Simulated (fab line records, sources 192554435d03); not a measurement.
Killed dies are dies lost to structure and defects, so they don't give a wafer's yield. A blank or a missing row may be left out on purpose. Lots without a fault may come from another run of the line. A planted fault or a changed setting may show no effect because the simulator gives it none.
Which tool did it? | flow n5_finfet | 10 lots, 28 wafers sampled, at 5 steps of a route of 1938

WHAT THE GAUGES READ, wafer by wafer
N5_BEOL_M4_RC_MEAS_101. Usual: DIBL_N 35.7 mV/V, standard deviation 1.3; DIBL_P 35.4 mV/V, standard deviation 1.8; IOFF_N 0.152 nA/um, standard deviation 0.027; IOFF_P 0.20 nA/um, standard deviation 0.034; ION_N 672 uA/um, standard deviation 9.8; ION_P 461 uA/um, standard deviation 7.5; SS_N 71.4 mV/dec, standard deviation 0.55; SS_P 73.1 mV/dec, standard deviation 0.61; VT_N 251 mV, standard deviation 3.3; VT_P -251 mV, standard deviation 3.6.
lot  | measured     | on        | DIBL_N (mV/V)  | DIBL_P (mV/V)  | IOFF_N (nA/um)    | IOFF_P (nA/um) | ION_N (uA/um) | ION_P (uA/um) | SS_N (mV/dec)  | SS_P (mV/dec)  | VT_N (mV)   | VT_P (mV)      | flag
L406 | day 8 11:07  | prober-01 | 38.6 34.7 34.8 | 38.5 32.9 34.2 | 0.217 0.139 0.144 | 0.30 0.21 0.22 | 674 671 673   | 468 463 460   | 72.4 71.0 71.6 | 74.4 72.9 73.5 | 248 251 251 | -244 -249 -248 |
L407 | day 8 13:11  | prober-02 | 34.3 34.6 33.5 | 36.0 34.9 35.0 | 0.149 0.144 0.146 | 0.18 0.17 0.17 | 676 664 670   | 457 455 459   | 70.9 71.6 70.7 | 72.8 72.0 73.0 | 252 254 251 | -255 -253 -252 |
L408 | day 8 23:14  | prober-01 | 35.8 36.4 36.6 | 36.2 37.6 37.3 | 0.162 0.186 0.188 | 0.18 0.19 0.19 | 676 688 673   | 452 469 453   | 71.3 71.3 72.3 | 73.1 73.7 73.8 | 253 246 251 | -258 -252 -253 |
L410 | day 9 08:35  | prober-02 | 35.7 35.7 35.1 | 36.7 36.7 36.3 | 0.162 0.163 0.152 | 0.23 0.23 0.22 | 680 678 678   | 468 467 467   | 71.3 71.4 71.0 | 72.6 72.1 73.0 | 247 247 249 | -247 -248 -247 |
L411 | day 9 17:50  | prober-02 | 36.0 35.9 35.6 | 36.9 36.5 35.6 | 0.162 0.157 0.153 | 0.21 0.20 0.20 | 676 682 674   | 465 459 462   | 72.1 71.7 71.3 | 73.2 72.6 73.1 | 247 248 248 | -251 -250 -250 |
L415 | day 10 20:56 | prober-02 | 37.6 37.1 36.1 | 35.4 35.1 34.5 | 0.195 0.195 0.168 | 0.22 0.23 0.21 | 683 686 684   | 466 469 468   | 71.1 70.6 70.3 | 72.9 73.9 73.2 | 243 244 244 | -248 -245 -248 |
L417 | day 11 01:20 | prober-02 | 34.1 36.3      | 33.8 36.0      | 0.123 0.156       | 0.16 0.19      | 660 666       | 449 451       | 71.3 71.7      | 72.5 73.2      | 252 251     | -254 -254      |
L419 | day 11 16:05 | prober-01 | 35.6 35.8      | 34.7 35.1      | 0.147 0.145       | 0.16 0.18      | 680 665       | 451 456       | 71.7 71.5      | 73.1 73.2      | 252 253     | -255 -256      |
L425 | day 12 22:13 | prober-02 | 35.3 37.8 35.5 | 35.0 38.1 35.2 | 0.137 0.182 0.137 | 0.18 0.22 0.18 | 679 689 678   | 464 468 466   | 70.7 71.5 71.0 | 72.9 73.6 73.5 | 254 249 250 | -252 -249 -253 |
L426 | day 13 20:10 | prober-01 | 34.3 36.4 35.3 | 34.6 36.6 35.2 | 0.123 0.150 0.124 | 0.18 0.20 0.17 | 663 673 667   | 458 464 456   | 71.2 71.5 71.2 | 72.0 73.5 72.7 | 253 250 253 | -252 -250 -251 |

WHICH TOOL RAN EACH LOT (tool, then ch and the chambers of the sampled wafers, then the start)
lot  | N5_HKMG_FIN_ALD_71                  | N5_HKMG_FIN_ETCH_67                | N5_HKMG_FIN_ETCHBACK_68           | N5_HKMG_FIN_ALD_72
L406 | ald_metal-04 ch 0,1,3, day 4 17:16  | rie_diel-01 ch 0,1,2, day 4 17:37  | rie_metal-03 ch 0,1, day 4 17:50  | cvd_w-02 ch 0, day 4 18:44
L407 | ald_metal-02 ch 0,2,3, day 4 23:45  | rie_diel-05 ch 0,2, day 5 00:05    | rie_metal-03 ch 0,1, day 5 00:19  | cvd_w-01 ch 0,1, day 5 01:12
L408 | ald_metal-04 ch 0,2,3, day 5 09:35  | rie_diel-06 ch 0,1,2, day 5 09:58  | rie_metal-01 ch 0,1, day 5 10:11  | cvd_w-02 ch 0,1, day 5 11:04
L410 | ald_metal-04 ch 2,3, day 5 21:07    | rie_diel-01 ch 0,1,3, day 5 21:27  | rie_metal-01 ch 0,1, day 5 21:43  | cvd_w-01 ch 0,1, day 5 22:34
L411 | ald_metal-02 ch 0,1,2, day 6 02:46  | rie_diel-01 ch 1,2,3, day 6 03:06  | rie_metal-03 ch 0,1, day 6 03:19  | cvd_w-01 ch 0,1, day 6 04:12
L415 | ald_metal-02 ch 0,1,3, day 7 02:26  | rie_diel-01 ch 0,2,3, day 7 02:46  | rie_metal-03 ch 1, day 7 02:59    | cvd_w-02 ch 0,1, day 7 04:00
L417 | ald_metal-02 ch 0,3, day 7 13:19    | rie_diel-06 ch 2,3, day 7 13:40    | rie_metal-01 ch 0,1, day 7 13:53  | cvd_w-02 ch 1, day 7 14:46
L419 | ald_metal-02 ch 1,3, day 8 01:34    | rie_diel-05 ch 2,3, day 8 01:55    | rie_metal-02 ch 0, day 8 02:08    | cvd_w-02 ch 0,1, day 8 03:01
L425 | ald_metal-03 ch 0,1, day 9 12:14    | rie_diel-01 ch 2,3, day 9 12:35    | rie_metal-01 ch 0,1, day 9 12:50  | cvd_w-02 ch 0,1, day 9 13:42
L426 | ald_metal-04 ch 0,2,3, day 10 02:34 | rie_diel-06 ch 0,1,2, day 10 03:05 | rie_metal-03 ch 0,1, day 10 03:18 | cvd_w-01 ch 0,1, day 10 04:11
- N5_HKMG_FIN_ALD_71: deposits TiN, target thk 1 nm, pulse time 1 s, purge time 3 s.
- N5_HKMG_FIN_ETCH_67: etches SOC in N2/H2, stops on TiN, target depth 388.9 nm.
- N5_HKMG_FIN_ETCHBACK_68: etches the open film in Cl2/Ar, stops on HfO2, target depth 0.5 nm.
- N5_HKMG_FIN_ALD_72: deposits W, target thk 2 nm, pulse time 1 s, purge time 2 s.

WHAT THE TOOLS THEMSELVES READ (means of the sampled wafers that have a number; where no wafer has one, the mark that the record gives instead)
N5_HKMG_FIN_ALD_71. Usual: heater_power_outer_w 529 W, standard deviation 42; heater_power_w 856 W, standard deviation 70; precursor_pulse_height_rel 1.000, standard deviation 0.021.
lot  | tool         | heater_power_outer_w (W) | heater_power_w (W) | precursor_pulse_height_rel | flag
L406 | ald_metal-04 | 565                      | 886                | 1.013                      |
L407 | ald_metal-02 | 500                      | 793                | 1.002                      |
L408 | ald_metal-04 | 567                      | 910                | 0.985                      |
L410 | ald_metal-04 | 569                      | 912                | 1.002                      |
L411 | ald_metal-02 | 533                      | 850                | 1.001                      |
L415 | ald_metal-02 | 502                      | 804                | 1.007                      |
L417 | ald_metal-02 | 462                      | 756                | 0.997                      |
L419 | ald_metal-02 | 539                      | 856                | 1.018                      |
L425 | ald_metal-03 | 517                      | 861                | 0.992                      |
L426 | ald_metal-04 | 567                      | 909                | 0.984                      |

N5_HKMG_FIN_ETCH_67. Usual: drypump_motor_current_A 5.6 A, standard deviation 0.39; oes_product_au 0.78 a.u., standard deviation 0.081; rf_vpp_V 240.5 V, standard deviation 1.4; showerhead_plenum_p_Torr 2.53 Torr, standard deviation 0.077; throttle_valve_pct 17.84 %, standard deviation 0.25.
lot  | tool        | drypump_motor_current_A (A) | oes_product_au (a.u.) | rf_vpp_V (V) | showerhead_plenum_p_Torr (Torr) | throttle_valve_pct (%) | flag
L406 | rie_diel-01 | 5.7                         | 0.74                  | 240.3        | 2.50                            | 17.92                  |
L407 | rie_diel-05 | 5.6                         | 0.90                  | 239.9        | 2.48                            | 17.76                  |
L408 | rie_diel-06 | 5.6                         | 0.83                  | 241.9        | 2.64                            | 17.88                  |
L410 | rie_diel-01 | 5.7                         | 0.74                  | 239.4        | 2.50                            | 17.87                  |
L411 | rie_diel-01 | 5.5                         | 0.77                  | 238.5        | 2.48                            | 17.70                  |
L415 | rie_diel-01 | 5.6                         | 0.76                  | 240.0        | 2.48                            | 17.82                  |
L417 | rie_diel-06 | 5.8                         | 0.70                  | 241.8        | 2.56                            | 18.09                  |
L419 | rie_diel-05 | 5.3                         | 0.87                  | 241.3        | 2.58                            | 17.74                  |
L425 | rie_diel-01 | 5.3                         | 0.78                  | 239.5        | 2.46                            | 17.61                  |
L426 | rie_diel-06 | 5.6                         | 0.79                  | 240.7        | 2.63                            | 17.93                  |

N5_HKMG_FIN_ETCHBACK_68. Usual: drypump_motor_current_A 5.9 A, standard deviation 0.31; he_backside_leak_sccm 3.38 sccm, standard deviation 0.22; oes_product_au 0.76 a.u., standard deviation 0.11; throttle_valve_pct 20.70 %, standard deviation 0.11.
lot  | tool         | drypump_motor_current_A (A) | he_backside_leak_sccm (sccm) | oes_product_au (a.u.) | throttle_valve_pct (%) | flag
L406 | rie_metal-03 | 5.9                         | 3.39                         | 0.76                  | 20.63                  |
L407 | rie_metal-03 | 5.9                         | 3.25                         | 0.75                  | 20.63                  |
L408 | rie_metal-01 | 5.5                         | 3.46                         | 0.83                  | 20.77                  |
L410 | rie_metal-01 | 5.5                         | 3.35                         | 0.82                  | 20.76                  |
L411 | rie_metal-03 | 6.0                         | 3.20                         | 0.70                  | 20.66                  |
L415 | rie_metal-03 | 5.8                         | 3.30                         | 0.78                  | 20.64                  |
L417 | rie_metal-01 | 5.4                         | 3.23                         | 0.77                  | 20.80                  |
L419 | rie_metal-02 | 6.2                         | 3.35                         | 0.80                  | 20.74                  |
L425 | rie_metal-01 | 5.5                         | 3.57                         | 0.80                  | 20.79                  |
L426 | rie_metal-03 | 5.9                         | 3.29                         | 0.71                  | 20.69                  |

N5_HKMG_FIN_ALD_72. Usual: heater_power_outer_w 295 W, standard deviation 42; heater_power_w 529 W, standard deviation 80; precursor_pulse_height_rel 0.999, standard deviation 0.02.
lot  | tool     | heater_power_outer_w (W) | heater_power_w (W) | precursor_pulse_height_rel | flag
L406 | cvd_w-02 | 226                      | 410                | 1.012                      |
L407 | cvd_w-01 | 333                      | 610                | 0.993                      |
L408 | cvd_w-02 | 277                      | 474                | 0.993                      |
L410 | cvd_w-01 | 316                      | 570                | 1.014                      |
L411 | cvd_w-01 | 328                      | 602                | 0.982                      |
L415 | cvd_w-02 | 250                      | 443                | 0.981                      |
L417 | cvd_w-02 | 300                      | 508                | 1.006                      |
L419 | cvd_w-02 | 266                      | 468                | 0.976                      |
L425 | cvd_w-02 | 278                      | 480                | 1.013                      |
L426 | cvd_w-01 | 318                      | 581                | 1.005                      |

THE ANSWER, worked out from the rows above alone
Rule: a lot is off if the mean of its wafers that have a number lies more than 3 standard deviations from the usual mean. A lot without any number at a reading at which 4 lots or more have one is off too. The other lots that the step has rows for count as sound. The gauges are gone through in route order, then the tools' own readings, and for those a lot's mean is taken as printed above. The first step at which some lot is off is used, and at that step the reading that is off furthest; a lot without a number counts as furthest.
No lot is off at any reading shown: from this, nothing can be told.

WHAT THE SIMULATOR HAD PUT IN
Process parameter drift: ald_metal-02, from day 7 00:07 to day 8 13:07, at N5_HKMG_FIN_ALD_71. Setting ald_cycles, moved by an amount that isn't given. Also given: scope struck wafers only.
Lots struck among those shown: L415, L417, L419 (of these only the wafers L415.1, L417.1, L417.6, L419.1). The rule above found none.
